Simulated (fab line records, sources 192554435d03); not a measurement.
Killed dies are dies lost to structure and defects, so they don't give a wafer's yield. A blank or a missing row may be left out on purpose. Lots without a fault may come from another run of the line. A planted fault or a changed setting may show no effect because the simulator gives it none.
fab line records | flow n5_finfet
record lots=5 wafers=15 last_day=16
route steps=1938 shown HKMG_FIN@423 BEOL_M4@1111
lots that met no fault: from a run of the same line without faults
start_h: hours from the record's first day to the start of the lot's first wafer shown | wait_h: hours since the lot's step before | " the same as in the row above | L1.1+2: a row that stands for several wafers | - no value, or no start given | * or withheld: withheld | < > ~ a bound
route shown NAME@n: a module of which the file shows steps, and the number in the route of the first | usual: mean/standard deviation of fault-free wafers | same: alike in all rows | chamber/n: place in a boat | sites: the reading at each site | _std_site: their standard deviation | _edge_site: outer sites' mean less inner sites' | radius_mm: how far each site lies from the wafer's centre | mask NAME#n: copy n | behind: the tool/chamber that last shaped the wafer | hold: why the lot was held/for how many hours/how that ended | device: the transistor (n, p or np) that didn't switch | end of line: the same wafers' tests at the end of the route | a step without rows: its recipe alone | killed: dies lost to structure and defects at the first sort, not the wafer's yield | map: a wafer's dies, x killed, . not, _ none there
set.NAME: the setting as run; set.NAME@STEP: as run at that earlier step | model.NAME: the simulator's own value behind a step, which no gauge read
lots at some steps of the route; a table a step, a row a wafer
services: from which hour (start_h, from the record's first day; less than 0 if before it) a tool's chamber was out of use, for how many hours, and why
## steps
# step N5_HKMG_FIN_COAT_30
# recipe resist=SiARC temp_c=220 time_s=60 spin_rpm=1500 resist_thk_nm=35
# step N5_HKMG_FIN_COAT_06
# recipe resist=CAR-ArF spin_rpm=1500 resist_thk_nm=90
# step N5_HKMG_FIN_EBR_08
# recipe solvent=PGMEA ebr_width_mm=1.5
# step N5_HKMG_FIN_SOFTBAKE_07
# recipe temp_c=110 time_s=60 resist=CAR-ArF
# step N5_HKMG_FIN_EXPOSE_09
# recipe mask_id=NWFM na=1.35 source_shape=conventional sigma_outer=0.8 polarization=unpolarized dose_mj=39.25
# step N5_HKMG_FIN_PEB_10
# recipe peb_temp_c=withheld peb_time_s=60 resist=CAR-ArF
# step N5_HKMG_FIN_DEVELOP_11
# recipe develop_time_s=30 developer=TMAH resist=CAR-ArF dev_temp_c=23 rinse_liquid=diw dry=air_spin
# step N5_HKMG_FIN_CD_MEAS_12
# recipe target_cd_nm=92.8 landing_energy_ev=500 detector=se_inlens
# usual cd_nm=92.8/0.51
# columns lot.wafer tool chamber start_h wait_h cd_nm
L361.2 cd_sem-03 0 95.34 - 93.3
L361.4 " 0 " " 93.4
L361.5 " 0 " " 93.2
L365.1 cd_sem-02 0 112.80 - 93.4
L365.3 " 0 " " 93.1
L365.6 " 0 " " 93.1
L372.1 cd_sem-03 0 154.66 - 92.9
L372.4 " 0 " " 91.9
L372.6 " 0 " " 93.3
L375.2 cd_sem-02 0 177.86 - 93.4
L375.4 " 0 " " 92.3
L375.6 " 0 " " 92.4
L378.1 cd_sem-02 0 197.89 - 92.8
L378.2 " 0 " " 92.9
L378.5 " 0 " " 92.7
# step N5_HKMG_FIN_OVL_MEAS_13
# recipe points_per_wafer=44
# usual NWFM_OVL=0.0/0.71
# same points_per_wafer=44
# columns lot.wafer tool chamber start_h wait_h NWFM_OVL[nm]
L361.2 overlay-01 0 95.37 0.0 -1.0
L361.4 " 0 " " -0.2
L361.5 " 0 " " 0.5
L365.1 overlay-01 0 112.83 0.0 -0.4
L365.3 " 0 " " -0.2
L365.6 " 0 " " -0.7
L372.1 overlay-02 0 154.69 0.0 -0.1
L372.4 " 0 " " -0.3
L372.6 " 0 " " -0.4
L375.2 overlay-01 0 177.89 0.0 -1.0
L375.4 " 0 " " -0.8
L375.6 " 0 " " -1.4
L378.1 overlay-01 0 197.92 0.0 -0.8
L378.2 " 0 " " 0.3
L378.5 " 0 " " -0.3
# step N5_HKMG_FIN_INSPECT_14
# recipe mode=adi inspect_instrument=macro
# usual raw_defect_count=1.9/1.3
# columns lot.wafer tool chamber start_h wait_h raw_defect_count
L361.2 defect_inspect-01 - 95.40 0.0 2
L361.4 " - " " 2
L361.5 " - " " 2
L365.1 defect_inspect-02 - 112.85 0.0 2
L365.3 " - " " 1
L365.6 " - " " 1
L372.1 defect_inspect-01 - 154.71 0.0 2
L372.4 " - " " 0
L372.6 " - " " 3
L375.2 defect_inspect-01 - 177.92 0.0 5
L375.4 " - " " 3
L375.6 " - " " 2
L378.1 defect_inspect-01 - 197.95 0.0 1
L378.2 " - " " 1
L378.5 " - " " 0
# step N5_HKMG_FIN_DESCUM_17
# recipe chemistry=O2 time_s=7.9 source_power_w=50 bias_power_w=20 pressure_mtorr=20 rf_frequency_hz=2.712e+07 temp_c=40 resist=CAR-ArF o2_flow_sccm=225
# usual drypump_motor_current_A=5.8/0.52 oes_product_au=0.77/0.087 rf_vpp_V=243.7/1.5 showerhead_plenum_p_Torr=2.13/0.083 throttle_valve_pct=20.37/0.22
# columns lot.wafer tool chamber start_h wait_h drypump_motor_current_A oes_product_au rf_hours_counter_h rf_vpp_V showerhead_plenum_p_Torr throttle_valve_pct
L361.2 rie_diel-01 0 95.43 0.0 6.3 0.79 94 245.8 2.20 20.20
L361.4 " 3 " " 6.6 0.70 226 245.0 2.16 20.55
L361.5 " 2 " " 5.3 0.90 - 244.8 2.20 20.02
L365.1 rie_diel-06 0 112.89 0.0 5.7 0.72 194 245.8 2.17 20.49
L365.3 " 1 " " 6.5 0.74 179 245.3 2.19 20.52
L365.6 " 1 " " 6.6 0.74 - 243.8 2.19 20.52
L372.1 rie_diel-06 0 154.83 0.1 5.7 0.70 209 246.2 2.17 20.50
L372.4 " 1 " " 6.6 0.73 - 245.2 2.18 20.56
L372.6 " 0 " " 5.8 0.71 - 244.4 2.17 20.49
L375.2 rie_diel-06 1 178.51 0.6 6.6 0.72 205 244.8 2.18 20.56
L375.4 " 2 " " 6.3 0.69 243 241.5 2.04 20.39
L375.6 " 3 " " 5.4 0.98 - 244.5 2.25 20.42
L378.1 rie_diel-01 2 197.98 0.0 5.2 0.84 62 244.6 2.19 20.06
L378.2 " 1 " " 5.7 0.66 254 241.0 1.96 20.23
L378.5 " 0 " " 6.3 0.78 - 244.1 2.19 20.23
# step N5_HKMG_FIN_ETCH_31
# recipe chemistry=CF4 target=SiARC target_depth_a=455 mask_material=CAR-ArF time_s=75.8 ion_energy_ev=80 pressure_mtorr=40 source_w=545 bias_w=36 Ar_flow_sccm=100 cf4_flow_sccm=100 ends=cleared
# usual drypump_motor_current_A=5.8/0.52 etch_rf_on_time_s=75.3/1.8 mfc_ar_sccm=99.9/0.35 oes_product_au=0.66/0.075 rf_vpp_V=184.5/1.2 showerhead_plenum_p_Torr=2.18/0.077 throttle_valve_pct=15.58/0.16
# columns lot.wafer tool chamber start_h wait_h drypump_motor_current_A etch_rf_on_time_s mfc_ar_sccm oes_product_au rf_hours_counter_h rf_vpp_V showerhead_plenum_p_Torr throttle_valve_pct
L361.2 rie_diel-01 0 95.46 0.0 6.4 77.8 99.8 0.67 94 184.9 2.24 15.40
L361.4 " 3 " " 6.6 74.6 100.0 0.61 226 184.7 2.20 15.76
L361.5 " 2 " " 5.2 71.6 99.5 0.79 - 185.7 2.28 15.34
L365.1 rie_diel-06 0 112.92 0.0 5.8 76.1 99.8 0.61 194 183.6 2.22 15.65
L365.3 " 1 " " 6.6 74.9 100.1 0.63 179 185.1 2.21 15.59
L365.6 " 1 " " 6.6 75.1 99.9 0.64 - 185.2 2.21 15.60
L372.1 rie_diel-06 0 154.87 0.0 5.7 76.3 100.5 0.60 209 183.8 2.22 15.69
L372.4 " 1 " " 6.6 75.7 100.0 0.63 - 184.5 2.20 15.60
L372.6 " 0 " " 5.7 75.9 100.0 0.60 - 185.2 2.22 15.68
L375.2 rie_diel-06 1 178.55 0.0 6.6 75.4 99.5 0.61 205 185.5 2.20 15.64
L375.4 " 2 " " 6.3 76.7 99.3 0.59 243 184.1 2.11 15.72
L375.6 " 3 " " 5.4 77.2 100.8 0.83 - 184.6 2.28 15.37
L378.1 rie_diel-01 2 198.02 0.0 5.2 71.4 100.5 0.73 62 185.3 2.26 15.39
L378.2 " 1 " " 5.8 74.5 99.9 0.58 254 181.8 2.04 15.65
L378.5 " 0 " " 6.3 76.2 100.7 0.65 - 186.4 2.23 15.45
# step N5_HKMG_FIN_ETCH_32
# recipe chemistry=N2/H2 target=SOC target_depth_a=2400 temp_c=40 time_s=300 ion_energy_ev=200 mask_material=SiARC pressure_mtorr=30 source_w=840 bias_w=150 n2_flow_sccm=200 h2_flow_sccm=200
# usual drypump_motor_current_A=5.8/0.52 oes_product_au=0.77/0.088 rf_vpp_V=525.1/2.8 showerhead_plenum_p_Torr=2.59/0.11 throttle_valve_pct=17.77/0.2
# columns lot.wafer tool chamber start_h wait_h drypump_motor_current_A oes_product_au rf_hours_counter_h rf_vpp_V showerhead_plenum_p_Torr throttle_valve_pct model.HKMG_FIN.feature_depth_nm model.etch.depth_nm model.SiARC_of_HKMG_FIN_COAT_30.thk_nm
L361.2 rie_diel-01 0 95.52 0.0 6.3 0.78 94 527.3 2.67 17.58 231.2 231.2 21.6
L361.4 " 3 " " 6.6 0.72 226 525.7 2.62 17.97 242.2 242.3 20.8
L361.5 " 2 " " 5.2 0.92 - 528.0 2.73 17.68 251.4 251.4 20.4
L365.1 rie_diel-06 0 112.98 0.0 5.7 0.71 194 526.0 2.63 17.86 240.8 240.8 21
L365.3 " 1 " " 6.6 0.75 179 526.5 2.63 17.73 246.4 246.4 20.4
L365.6 " 1 " " 6.6 0.75 - 526.7 2.63 17.73 245.4 245.4 20.6
L372.1 rie_diel-06 0 154.92 0.0 5.8 0.70 209 525.6 2.62 17.87 237.8 237.7 21.2
L372.4 " 1 " " 6.6 0.73 - 525.2 2.62 17.77 241.2 241.2 20.8
L372.6 " 0 " " 5.8 0.70 - 525.3 2.62 17.87 240.2 240.2 21.2
L375.2 rie_diel-06 1 178.60 0.0 6.6 0.71 205 526.2 2.62 17.77 239 238.9 21
L375.4 " 2 " " 6.3 0.69 243 523.0 2.51 18.09 237.2 237.2 21.8
L375.6 " 3 " " 5.4 0.96 - 530.9 2.70 17.58 234.4 234.4 21.8
L378.1 rie_diel-01 2 198.07 0.0 5.2 0.86 62 528.5 2.71 17.75 254.6 254.5 20.4
L378.2 " 1 " " 5.7 0.66 254 520.0 2.38 17.54 238.8 238.7 21.6
L378.5 " 0 " " 6.3 0.69 - 527.5 2.66 17.60 201 201 23.4
# step N5_HKMG_FIN_STRIP_33
# recipe chemistry=N2/H2 temp_c=40 n2_flow_sccm=200 h2_flow_sccm=200 rf_frequency_hz=6e+07
# step N5_BEOL_M4_RC_MEAS_101
# usual DIBL_N=35.7/1.5 DIBL_P=35.7/2 IOFF_N=0.155/0.026 IOFF_P=0.20/0.031 ION_N=675/11 ION_P=462/7.1 SS_N=71.3/0.57 SS_P=73.1/0.56 VT_N=250/3 VT_P=-251/3
# columns lot.wafer tool chamber start_h wait_h DIBL_N[mV/V] DIBL_P[mV/V] IOFF_N[nA/um] IOFF_P[nA/um] ION_N[uA/um] ION_P[uA/um] SS_N[mV/dec] SS_P[mV/dec] VT_N[mV] VT_P[mV]
L361.2 prober-02 0 194.28 0.2 37.2 37.7 0.195 0.27 681 474 72.1 72.8 244 -245
L361.4 " 0 " " 34.4 34.7 0.139 0.21 663 460 71.3 73.1 253 -249
L361.5 " 0 " " 34.9 34.9 0.153 0.22 680 469 71.1 72.8 249 -247
L365.1 prober-01 0 216.55 0.0 33.7 34.7 0.141 0.18 675 470 70.6 72.7 249 -249
L365.3 " 0 " " 34.7 35.8 0.143 0.20 664 460 71.1 73.6 249 -249
L365.6 " 0 " " 32.6 33.5 0.121 0.17 680 472 70.2 72.5 251 -251
L372.1 prober-02 0 255.81 0.0 37.1 37.3 0.178 0.22 680 463 71.2 72.8 250 -251
L372.4 " 0 " " 37.3 36.9 0.163 0.21 667 460 72.1 73.0 251 -252
L372.6 " 0 " " 37.5 37.2 0.184 0.21 684 460 71.9 73.3 248 -253
L375.2 prober-01 0 277.89 0.2 39.6 39.1 0.210 0.26 682 469 72.1 75.0 248 -248
L375.4 " 0 " " 37.9 36.8 0.171 0.22 675 469 72.6 73.8 246 -250
L375.6 " 0 " " 35.7 34.8 0.146 0.19 683 464 72.1 72.7 250 -252
L378.1 prober-01 0 286.03 0.0 35.8 33.9 0.141 0.20 677 461 71.3 72.9 253 -251
L378.2 " 0 " " 35.6 34.8 0.132 0.22 675 476 71.3 73.2 254 -248
L378.5 " 0 " " 35.4 34.5 0.130 0.21 662 460 71.1 73.0 254 -248
## services
# columns tool chamber start_h hours kind
rie_diel-06 0 95.43 9.2 repair
rie_diel-01 0 107.19 29.5 repair
rie_diel-06 3 136.50 - clean
rie_diel-06 3 136.50 - consumable_replace:focus_ring
rie_diel-06 3 136.50 - consumable_replace:showerhead
rie_diel-06 3 136.50 34.7 scheduled_down
rie_diel-06 3 136.50 34.7 vent_cycle
rie_diel-06 2 169.03 5.1 repair
rie_diel-01 3 172.08 16.0 repair
rie_diel-01 1 175.77 9.0 repair
rie_diel-06 - 183.10 0.2 repair
rie_diel-01 3 188.14 - clean
rie_diel-01 3 188.14 - consumable_replace:focus_ring
rie_diel-01 3 188.14 25.6 scheduled_down
rie_diel-01 3 188.14 25.6 vent_cycle
## key
first_sign none at tools or gauges
model_effect step=N5_HKMG_FIN_ETCH_32 value=HKMG_FIN.feature_depth_nm without=235.8 struck=201
met_at N5_HKMG_FIN_ETCH_32
struck_wafers L378.5
onset_between 95.52 198.07
fault kind=process_parameter_drift tool=rie_diel-01 chamber=0 onset_h=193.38 steps=N5_HKMG_FIN_ETCH_32 channel=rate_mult offset=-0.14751 shape=step end_h=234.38
